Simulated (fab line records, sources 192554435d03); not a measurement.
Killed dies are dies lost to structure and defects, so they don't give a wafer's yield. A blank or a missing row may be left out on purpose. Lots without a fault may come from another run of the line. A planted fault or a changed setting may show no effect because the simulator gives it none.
Which tool did it? | flow n5_finfet | 10 lots, 30 wafers sampled, at 4 steps of a route of 1938

WHAT THE GAUGES READ, wafer by wafer
N5_BEOL_M4_RC_MEAS_101. Usual: CJ_N 4.33, standard deviation 0.1; DIBL_N 37.0 mV/V, standard deviation 1.6; DIBL_P 37.0 mV/V, standard deviation 2.1; IOFF_N 0.17 nA/um, standard deviation 0.032; IOFF_P 0.22 nA/um, standard deviation 0.043; ION_N 679 uA/um, standard deviation 13; ION_P 465 uA/um, standard deviation 9.5; SS_N 71.7 mV/dec, standard deviation 0.59; SS_P 73.6 mV/dec, standard deviation 0.64; VT_N 249 mV, standard deviation 3.2; VT_P -249 mV, standard deviation 4.1.
lot  | measured     | on        | CJ_N           | DIBL_N (mV/V)  | DIBL_P (mV/V)  | IOFF_N (nA/um) | IOFF_P (nA/um) | ION_N (uA/um) | ION_P (uA/um) | SS_N (mV/dec)  | SS_P (mV/dec)  | VT_N (mV)   | VT_P (mV)      | flag
L209 | day 10 21:20 | prober-01 | 4.20 4.31 4.20 | 36.1 37.7 35.1 | 34.2 34.9 34.2 | 0.13 0.15 0.12 | 0.17 0.18 0.17 | 663 662 656   | 454 453 450   | 71.3 71.9 72.3 | 73.7 73.6 73.1 | 252 252 257 | -257 -256 -255 |
L210 | day 10 13:54 | prober-01 | 4.48 4.45 4.38 | 36.1 37.5 37.3 | 36.0 37.2 38.1 | 0.16 0.19 0.18 | 0.21 0.23 0.24 | 678 689 684   | 468 465 471   | 71.3 71.9 71.9 | 73.6 73.3 73.5 | 247 245 245 | -248 -249 -250 |
L218 | day 13 16:23 | prober-01 | 4.07 4.05 4.50 | 36.5 38.8 39.8 | 35.0 38.4 39.8 | 0.14 0.18 0.23 | 0.17 0.22 0.25 | 658 671 679   | 448 455 463   | 71.8 71.7 72.4 | 73.6 74.2 74.3 | 252 249 245 | -256 -253 -249 |
L221 | day 15 05:56 | prober-02 | 4.33 4.30 4.32 | 39.3 36.8 34.9 | 38.7 35.9 34.0 | 0.20 0.16 0.13 | 0.28 0.23 0.21 | 690 677 678   | 474 467 474   | 72.4 71.7 71.2 | 73.7 73.2 72.5 | 247 250 251 | -244 -247 -247 |
L223 | day 14 08:27 | prober-02 | 4.29 4.22 4.35 | 38.4 35.5 38.5 | 38.5 34.1 37.9 | 0.21 0.15 0.21 | 0.31 0.22 0.28 | 691 667 682   | 481 459 473   | 72.2 71.4 72.4 | 73.4 73.4 73.9 | 244 249 244 | -243 -248 -247 |
L227 | day 16 03:49 | prober-02 | 4.02 4.04 4.23 | 36.9 36.9 36.6 | 37.1 37.8 35.7 | 0.17 0.16 0.16 | 0.22 0.24 0.21 | 685 666 689   | 469 461 467   | 71.9 71.8 71.4 | 73.2 73.5 73.7 | 249 252 250 | -251 -251 -250 |
L229 | day 16 07:55 | prober-01 | 4.41 4.34 4.31 | 36.6 34.4 34.6 | 36.5 34.2 34.8 | 0.17 0.13 0.14 | 0.20 0.17 0.18 | 679 667 679   | 456 457 464   | 71.8 70.5 70.6 | 73.6 72.9 73.1 | 247 251 251 | -254 -253 -252 |
L230 | day 15 15:10 | prober-01 | 4.31 4.31 4.36 | 35.7 35.9 35.4 | 37.3 37.6 36.7 | 0.13 0.14 0.13 | 0.16 0.17 0.16 | 671 675 655   | 455 451 441   | 71.9 71.2 71.5 | 73.7 73.8 73.3 | 256 251 251 | -257 -258 -259 |
L231 | day 16 15:03 | prober-02 | 4.09 4.17 4.16 | 38.4 39.6 39.7 | 39.5 40.4 40.2 | 0.22 0.26 0.25 | 0.32 0.36 0.35 | 700 719 707   | 492 489 487   | 71.9 72.6 72.2 | 74.2 75.2 74.7 | 243 241 242 | -240 -240 -238 |
L232 | day 16 17:29 | prober-01 | 4.33 4.34 4.35 | 35.9 35.7 36.5 | 33.4 34.1 36.1 | 0.13 0.14 0.16 | 0.17 0.18 0.22 | 649 667 661   | 447 449 460   | 71.5 71.5 72.2 | 72.9 73.3 73.4 | 253 248 249 | -255 -253 -251 |

WHICH TOOL RAN EACH LOT (tool, then ch and the chambers of the sampled wafers, then the start)
lot  | N5_ZERO_LAYER_PECVD_02         | N5_BEOL_M4_SPUTTER_94        | N5_BEOL_M4_ANNEAL_95
L209 | pecvd-03 ch 0,2, day 1 12:17   | pvd_sputter-03, day 10 19:58 | pvd_sputter-03, day 10 20:02
L210 | pecvd-03 ch 0,1,2, day 1 18:17 | pvd_sputter-03, day 10 12:07 | pvd_sputter-03, day 10 12:11
L218 | pecvd-03 ch 0,1, day 3 18:17   | pvd_sputter-03, day 13 14:47 | pvd_sputter-03, day 13 14:52
L221 | pecvd-04 ch 0,1,2, day 4 12:17 | pvd_sputter-03, day 15 04:11 | pvd_sputter-03, day 15 04:16
L223 | pecvd-01 ch 0,1, day 5 00:17   | pvd_sputter-01, day 14 06:46 | pvd_sputter-01, day 14 06:51
L227 | pecvd-04 ch 0,1, day 6 00:17   | pvd_sputter-02, day 16 02:07 | pvd_sputter-02, day 16 02:12
L229 | pecvd-03 ch 0,1,2, day 6 12:17 | pvd_sputter-02, day 16 06:35 | pvd_sputter-02, day 16 06:40
L230 | pecvd-01 ch 0,1,2, day 6 18:18 | pvd_sputter-01, day 15 13:48 | pvd_sputter-01, day 15 13:53
L231 | pecvd-04 ch 0,2, day 7 00:17   | pvd_sputter-03, day 16 13:20 | pvd_sputter-03, day 16 13:25
L232 | pecvd-01 ch 0,2, day 7 06:19   | pvd_sputter-03, day 16 15:10 | pvd_sputter-03, day 16 15:15
- N5_ZERO_LAYER_PECVD_02: deposits SiO2 from SiH4/N2O, target thk 10 nm, time 6 s.
- N5_BEOL_M4_SPUTTER_94: material Cu, target thk 4.5 nm, time 8.29 s.
- N5_BEOL_M4_ANNEAL_95: time 240 s.

WHAT THE TOOLS THEMSELVES READ (means of the sampled wafers that have a number; where no wafer has one, the mark that the record gives instead)
N5_ZERO_LAYER_PECVD_02. Usual: heater_power_w 879 W, standard deviation 91; showerhead_plenum_p_Torr 8.03 Torr, standard deviation 0.14.
lot  | tool     | heater_power_w (W) | showerhead_plenum_p_Torr (Torr) | flag
L209 | pecvd-03 | 929                | 7.88                            |
L210 | pecvd-03 | 926                | 7.99                            |
L218 | pecvd-03 | 870                | 8.14                            |
L221 | pecvd-04 | 828                | 8.09                            |
L223 | pecvd-01 | 930                | 8.15                            |
L227 | pecvd-04 | 906                | 8.08                            |
L229 | pecvd-03 | 876                | 7.99                            |
L230 | pecvd-01 | 924                | 8.06                            |
L231 | pecvd-04 | 771                | 8.10                            |
L232 | pecvd-01 | 846                | 7.94                            |

N5_BEOL_M4_SPUTTER_94. Usual: chamber_pressure_pa 0.06998 Pa, standard deviation 0.00013; throttle_valve_pct 29.7 %, standard deviation 0.87.
lot  | tool           | chamber_pressure_pa (Pa) | throttle_valve_pct (%) | flag
L209 | pvd_sputter-03 | 0.06987                  | 29.8                   |
L210 | pvd_sputter-03 | 0.06996                  | 29.8                   |
L218 | pvd_sputter-03 | 0.06997                  | 30.0                   |
L221 | pvd_sputter-03 | 0.07005                  | 30.3                   |
L223 | pvd_sputter-01 | 0.06988                  | 28.9                   |
L227 | pvd_sputter-02 | 0.07004                  | 30.0                   |
L229 | pvd_sputter-02 | 0.06996                  | 30.2                   |
L230 | pvd_sputter-01 | 0.07015                  | 29.6                   |
L231 | pvd_sputter-03 | 0.06998                  | 29.7                   |
L232 | pvd_sputter-03 | 0.06992                  | 30.2                   |

N5_BEOL_M4_ANNEAL_95. Usual: heater_power_w 842 W, standard deviation 68; susceptor_temp_C_max 400.84, standard deviation 0.29.
lot  | tool           | heater_power_w (W) | susceptor_temp_C_max | flag
L209 | pvd_sputter-03 | 878                | 401.01               |
L210 | pvd_sputter-03 | 897                | 400.85               |
L218 | pvd_sputter-03 | 900                | 400.77               |
L221 | pvd_sputter-03 | 837                | 400.73               |
L223 | pvd_sputter-01 | 781                | 400.75               |
L227 | pvd_sputter-02 | 841                | 400.75               |
L229 | pvd_sputter-02 | 801                | 400.18               |
L230 | pvd_sputter-01 | 824                | 400.92               |
L231 | pvd_sputter-03 | 820                | 400.78               |
L232 | pvd_sputter-03 | 818                | 400.80               |

THE ANSWER, worked out from the rows above alone
Rule: a lot is off if the mean of its wafers that have a number lies more than 3 standard deviations from the usual mean. A lot without any number at a reading at which 4 lots or more have one is off too. The other lots that the step has rows for count as sound. The gauges are gone through in route order, then the tools' own readings, and for those a lot's mean is taken as printed above. The first step at which some lot is off is used, and at that step the reading that is off furthest; a lot without a number counts as furthest.
No lot is off at any reading shown: from this, nothing can be told.

WHAT THE SIMULATOR HAD PUT IN
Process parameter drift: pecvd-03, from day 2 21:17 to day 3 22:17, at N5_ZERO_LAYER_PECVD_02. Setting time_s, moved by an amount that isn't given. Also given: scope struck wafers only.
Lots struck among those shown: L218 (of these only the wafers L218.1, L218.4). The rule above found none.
